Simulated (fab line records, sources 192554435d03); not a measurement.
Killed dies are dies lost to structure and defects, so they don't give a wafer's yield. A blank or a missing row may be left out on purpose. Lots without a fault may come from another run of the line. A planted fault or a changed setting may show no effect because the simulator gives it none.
Which tool did it? | flow n5_finfet | 9 lots, 27 wafers sampled, at 5 steps of a route of 1938

WHAT THE GAUGES READ, wafer by wafer
N5_BEOL_M4_RC_MEAS_101.
lot  | measured     | on        | DIBL_N (mV/V)
L216 | day 8 05:23  | prober-02 | 39.7 36.8 33.8
L220 | day 9 08:11  | prober-02 | 35.3 38.5 39.3
L221 | day 9 17:25  | prober-01 | 38.8 38.9 37.1
L222 | day 10 05:55 | prober-01 | 38.9 37.5 38.8
L226 | day 11 08:12 | prober-02 | 32.2 39.6 37.6
L232 | day 12 22:43 | prober-01 | 32.3 36.5 32.7
L233 | day 13 00:56 | prober-02 | 36.2 37.1 35.3
L234 | day 13 14:05 | prober-01 | 38.3 36.8 37.2
L235 | day 13 20:28 | prober-01 | 37.8 38.4 40.4

WHICH TOOL RAN EACH LOT (tool, then ch and the chambers of the sampled wafers, then the start)
lot  | N5_HKMG_FIN_CMP_23           | N5_GATE_CUT_ETCHBACK_00          | N5_GATE_CUT_VAPOR_ETCH_60        | N5_GATE_CUT_ETCH_58
L216 | cmp-02 ch 0,2,3, day 4 19:26 | rie_metal-03 ch 0,1, day 4 20:11 | rie_metal-03 ch 0,1, day 4 20:26 | rie_diel-06 ch 0,1,2, day 4 20:29
L220 | cmp-02 ch 0,2,3, day 5 22:56 | rie_metal-02 ch 0,1, day 5 23:41 | rie_metal-02 ch 0,1, day 5 23:55 | rie_diel-04 ch 0,2,3, day 5 23:58
L221 | cmp-01 ch 0,1,3, day 6 01:42 | rie_metal-02 ch 0,1, day 6 02:22 | rie_metal-02 ch 0,1, day 6 02:36 | rie_diel-02 ch 1,2,3, day 6 02:42
L222 | cmp-04 ch 0,2,3, day 6 09:28 | rie_metal-03 ch 0,1, day 6 10:08 | rie_metal-03 ch 0,1, day 6 10:22 | rie_diel-04 ch 1,3, day 6 10:25
L226 | cmp-02 ch 1,3, day 7 08:32   | rie_metal-01 ch 0,1, day 7 09:12 | rie_metal-01 ch 0,1, day 7 09:26 | rie_diel-06 ch 0,2,3, day 7 09:29
L232 | cmp-02 ch 0,2, day 8 17:32   | rie_metal-02 ch 0,1, day 8 18:17 | rie_metal-02 ch 0,1, day 8 18:31 | rie_diel-04 ch 1,2,3, day 8 18:39
L233 | cmp-04 ch 2,3, day 9 02:41   | rie_metal-02 ch 0,1, day 9 03:26 | rie_metal-02 ch 0,1, day 9 03:40 | rie_diel-04 ch 2,3, day 9 03:43
L234 | cmp-01 ch 2,3, day 9 08:56   | rie_metal-01 ch 0,1, day 9 09:43 | rie_metal-01 ch 0,1, day 9 09:55 | rie_diel-02 ch 2,3, day 9 09:58
L235 | cmp-01 ch 0,2,3, day 9 16:37 | rie_metal-02 ch 0, day 9 17:07   | rie_metal-02 ch 0, day 9 17:35   | rie_diel-06 ch 0,1, day 9 17:44
- N5_HKMG_FIN_CMP_23: polishes, stops on SiNx, t overpolish 10 s, target thk 46.326 nm.
- N5_GATE_CUT_ETCHBACK_00: etches W in SF6/Cl2.
- N5_GATE_CUT_VAPOR_ETCH_60: etches HfO2 in BCl3/Cl2.
- N5_GATE_CUT_ETCH_58: etches SiNx in CH3F/O2, target depth 17 nm, time 128.6 s.

THE ANSWER, worked out from the rows above alone
Rule: what is usual is taken from the lots themselves. Put in order of their means at a reading, lots are off if they are a third of the lots or fewer, leave a main group of 4 or more, and stand apart from it by a gap of 3 or more times the standard deviation of the main group's means; of several such gaps the widest counts. A main group whose means are all the same, to the digits that the tables above print for the reading, isn't used. A lot without any number at a reading at which 4 lots or more have one is off too. The other lots that the step has rows for count as sound.
No lot is off at any reading shown: from this, nothing can be told.

WHAT THE SIMULATOR HAD PUT IN
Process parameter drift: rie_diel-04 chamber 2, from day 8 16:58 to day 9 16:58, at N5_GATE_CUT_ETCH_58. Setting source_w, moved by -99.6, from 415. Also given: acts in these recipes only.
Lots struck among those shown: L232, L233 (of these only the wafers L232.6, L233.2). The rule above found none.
